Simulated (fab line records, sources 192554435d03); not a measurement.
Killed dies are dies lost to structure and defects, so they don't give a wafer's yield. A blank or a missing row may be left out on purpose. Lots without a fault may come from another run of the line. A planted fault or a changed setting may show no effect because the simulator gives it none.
A struck lot beside a sound one | flow n5_finfet | 15 steps out of a route of 1938
Sound: wafers L513.1, L513.5, L513.6. Struck: wafers L518.1, L518.6. (L518.2 of the same lot was not struck and is left out.) The cause comes at the end.
At each step with rows: each side's tool, then ch and its chambers, then its first start. Under that, the readings that differ: sound wafers | struck wafers | difference of the means | sigmas: that difference in standard deviations of wafers without a fault.
alike: readings whose means differ by less than 2 such deviations, and words and numbers that are the same on both sides. not compared: withheld readings, readings that some wafer has no value for, bounds like >300 that may hide the same value, and numbers for which the record gives no deviation and whose values overlap.
The two part at a step that has a row with sigmas, a row that says differs or no value, or rows on one side only. Numbers that don't overlap but have no deviation are shown without sigmas and don't part them. A reading that every wafer of one side lacks parts them only if that side has two wafers or more.

N5_SD_ACTIVATION_LSA_01: time 0.0008 s.
  sound on laser_anneal-01 ch 0, day 6 10:23; struck on laser_anneal-02 ch 0, day 7 16:17
  alike: wafer_temp_C_max
N5_SD_ACTIVATION_RS_MEAS_03: measures by four-point-probe.
  sound on film_metro-01, day 6 10:36; struck on film_metro-02, day 7 16:29
  alike: RS_SD_N, RS_SD_P
N5_SD_ACTIVATION_INSPECT_02: inspects for defects (darkfield).
  sound on defect_inspect-02, day 6 10:55; struck on defect_inspect-02, day 7 16:49
  alike: raw_defect_count
N5_ILD0_LINER_00: material SiNx, target thk 4 nm, pulse time 1 s, purge time 2 s.
  sound on ald_sin-01 ch 1,2,3, day 6 11:16; struck on ald_sin-03 ch 1, day 7 16:51
  alike: chamber_pressure_Torr, heater_power_w, precursor_pulse_height_rel
then, 2 steps without rows for these wafers: N5_ILD0_FCVD_FILL_01 (material SiO2 flowable, target thk 200 nm, time 328.3 s); N5_ILD0_CURE_02 (time 1800 s).
N5_ILD0_CMP_03: polishes, stops on SiNx, t overpolish 1.9 s, target thk 197.38 nm.
  sound on cmp-02 ch 0,3, day 6 13:38; struck on cmp-03 ch 0,2, day 7 19:17
  alike: motor_current_A, overpolish_run_s, time_to_endpoint_s
N5_ILD0_THK_MEAS_04:
  sound on film_metro-01, day 6 13:56; struck on film_metro-02, day 7 19:31
  alike: thk_nm
N5_ILD0_CMP_07: polishes SiO2 flowable, stops on poly-Si, t overpolish 1.18 s, target thk 138.88 nm.
  sound on cmp-03 ch 0,3, day 6 13:59; struck on cmp-02 ch 3, day 7 19:34
  alike: motor_current_A
N5_ILD0_THK_MEAS_08:
  sound on film_metro-01, day 6 14:15; struck on film_metro-01, day 7 19:50
  alike: thk_nm
then, 1 step without rows for these wafers: N5_ILD0_PRECLEAN_10 (cleans in NF3:NH3, afs cycles 5, time 20 s, sublimation time 60 s).
N5_ILD0_ALD_15: deposits SiNx, target thk 24 nm, pulse time 1 s, ald cycles 480.
  sound on ald_sin-01 ch 0,1, day 6 14:58; struck on ald_sin-01 ch 1,3, day 7 20:33
  reading                               | sound        | struck  | difference | sigmas
  ald_cycles                            | 480 480 480  | 426 426 | -54        |
  model.SiNx_of_ILD0_ALD_15.thk_nm (nm) | 24.2 24.2 24 | 21 21.2 | -3         |
  alike: chamber_pressure_Torr, heater_power_w, precursor_pulse_height_rel
N5_ILD0_CMP_12: polishes SiNx, stops on poly-Si, t overpolish 6 s, target thk 17.67 nm.
  sound on cmp-02 ch 0,1,2, day 6 17:14; struck on cmp-03 ch 0,1, day 7 22:53
  alike: motor_current_A
-- the record jumps here: 8 days lie between the struck wafers' starts before and after (it left off in module ILD0 and takes up again in module BEOL_M4, whose first step shown is number 1111 of the route) --
N5_BEOL_M4_RC_MEAS_101:
  sound on prober-02 ch 0, day 13 09:08; struck on prober-01 ch 0, day 15 18:53
  alike: DIBL_N, DIBL_P, IOFF_N, IOFF_P, ION_N, ION_P, SS_N, SS_P, VT_N, VT_P
-- the record jumps here: 5 days lie between the struck wafers' starts before and after (it left off in module BEOL_M4 and takes up again in module PASSIVATION, whose first step shown is number 1936 of the route) --
N5_PASSIVATION_PROBE_49:
  sound on prober-02, day 18 21:08; struck on prober-01, day 20 17:50
  alike: defect_limited_yield, killed_at_M0_to_M3, killed_at_M4_up, killed_at_contacts, killed_at_front_end, killed_at_other, killed_dies, killed_open, killed_short, sort_bin_5_function, sort_bin_6_memory, sort_bin_8_speed, sort_n_pass, sort_yield_pct

WHERE THEY PART
Nowhere in this record.

WHY: what the simulator had put in
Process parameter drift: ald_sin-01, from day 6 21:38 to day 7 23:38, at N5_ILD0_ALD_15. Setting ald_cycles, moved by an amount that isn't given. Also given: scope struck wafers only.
